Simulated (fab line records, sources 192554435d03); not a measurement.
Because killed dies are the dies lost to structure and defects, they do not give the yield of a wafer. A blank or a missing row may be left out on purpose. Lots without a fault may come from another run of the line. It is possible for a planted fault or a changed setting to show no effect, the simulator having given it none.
8D (eight disciplines) problem report, filled in by code + flow n5Finfet + the parts of the form that need people (team, actions taken, sign-off) are left out

## 1. THE PROBLEM
Wafers without a fault read 31.4 s, standard deviation 0.44; etchRfOnTimeS at N5_MOL_CONTACT_COAG_ETCH_47 reads a mean of 37.8 s on 9 wafers belonging to 3 lots. That puts it +14 standard deviations away from the usual mean.
The step: etches SiNx in CH3F/O2, stops on W, target depth 27 nm.
Seen first at day 8 18:11 on rieDiel-01, wafer L796.1. Wafers with a number at this step in the record: 15, from 5 lots. The rule behind "out" and "out of limits": a value lying over 4 standard deviations away from the usual mean. The other wafers with a number count as sound.

## 2. WHAT IT IS, AND WHAT IT ISN'T
| question                    | is                     | is not                                                             |
|-----------------------------|------------------------|--------------------------------------------------------------------|
| which readings at this step | etchRfOnTimeS          | drypumpMotorCurrentA, oesProductAu, rfVppV, showerheadPlenumPTorr  |
| which lots                  | L796, L798, L799       | L794, L804                                                         |
| which wafers of those lots  | all that have a number | -                                                                  |
| read on which tools         | rieDiel-01             | rieDiel-05                                                         |
| when                        | from day 8 18:11       | up to then (3 sound wafers); but 3 sound wafers of L804 came after |

## 3. THE SUSPECTS, EACH WITH WHAT RULES IT OUT
Counting: a tool stays on the suspect list if, at a process step up to the reading, it processed all lots that are out and no sound lot following the first of them.
- rieDiel-01 at N5_MOL_CONTACT_COAG_ETCH_47 (etches SiNx in CH3F/O2, stops on W, target depth 27 nm): kept. It processed each lot that is out, first L796 at day 8 18:11, and no sound lot thereafter; up to then, the last sound lot it processed was L794 at day 8 08:00. On those wafers its own readings are out: etchRfOnTimeS.
Left after counting: rieDiel-01 at N5_MOL_CONTACT_COAG_ETCH_47.

## 4. THE CAUSE (what the simulator had put in)
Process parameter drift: rieDiel-01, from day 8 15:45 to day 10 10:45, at N5_MOL_CONTACT_COAG_ETCH_47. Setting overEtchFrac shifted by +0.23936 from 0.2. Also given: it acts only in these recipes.
This tool alone remained once counting was done.

## 5. THE CHAIN OF EFFECTS, in route order
Each row: a reading where the mean over the struck wafers with a number is more than 3 standard deviations away from the usual. Only readings for which the record gives a usual standard deviation are gone through. hours: the time from each lot's start at the first step in this table that gives one to its start at this step, as a median over the lots. sigmas: the change in usual standard deviations.
| hours | step                        | reading       | usual  | on struck wafers | change | sigmas |
|-------|-----------------------------|---------------|--------|------------------|--------|--------|
| 0     | N5_MOL_CONTACT_COAG_ETCH_47 | etchRfOnTimeS | 31.4 s | 37.8             | +6.4   | +14    |
Process steps it contains:
- N5_MOL_CONTACT_COAG_ETCH_47: etches SiNx in CH3F/O2, stops on W, target depth 27 nm.
At these later measuring or inspecting steps, every struck wafer for which the step has a row has a number for every such reading, and none has moved that far: N5_BEOL_M4_RC_MEAS_101.

## 6. HOW IT WOULD HAVE BEEN CAUGHT EARLIER
The fault began at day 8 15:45; the first out-of-limits reading in this record came at day 8 18:11, 2 hours later.
